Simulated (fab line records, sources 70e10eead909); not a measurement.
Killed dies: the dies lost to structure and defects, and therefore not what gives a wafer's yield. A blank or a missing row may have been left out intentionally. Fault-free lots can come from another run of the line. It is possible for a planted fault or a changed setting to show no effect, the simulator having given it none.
Matching of chambers -- flow nand_harc -- NHARC_P_M2_DEP_33 on pecvd-03: 3 sister chambers
The step deposits SiCN, target thk 30 nm. 6 wafers are shown with their chamber, then 8 later ones without.

WAFERS WITH THEIR CHAMBER
wafer,chamber,rf_fwd_power_W (W),heater_power_w (W)
L082.4,1,448.1,556
L082.6,0,448.5,544
L086.2,2,448.7,664
L086.4,0,449.7,585
L086.6,2,448.3,653
L089.2,1,446.3,654

WAFERS WITHOUT THEIR CHAMBER
wafer,rf_fwd_power_W (W),heater_power_w (W)
L089.4,448.4,663
L089.5,448.8,620
L091.2,449.5,628
L091.3,449.3,673
L091.6,450.7,669
L093.3,448.2,628
L093.5,447.7,639
L093.6,447.5,651

CHAMBER TAKEN BY EACH
wafer,from the rows above,in truth
L089.4,can't be placed: 2 or 1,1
L089.5,can't be placed: 2 or 0 or 1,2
L091.2,can't be placed: 2 or 0 or 1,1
L091.3,can't be placed: 2 or 0 or 1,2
L091.6,can't be placed: 2 or 0 or 1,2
L093.3,can't be placed: 2 or 1 or 0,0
L093.5,can't be placed: 1 or 2 or 0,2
L093.6,can't be placed: 1 or 2 or 0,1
Placed correctly: 0 of 8. Can't be placed from these rows: 8 (the true chamber is among the candidates in 8). Wrongly placed: 0.
How it was worked out, from the rows above alone: a wafer's distance from a chamber is the root of the sum, over the readings, of the square of ((its reading less the chamber's mean) divided by the reading's scatter). If the next closest chamber is less than 2 further off than the closest, the wafer can't be placed; otherwise it belongs to the closest. Each chamber's mean is taken over the wafers shown for it. The scatter is the square root of a quotient: the sum, over the shown wafers, of each reading's squared deviation from its chamber's mean, divided by wafers minus chambers.
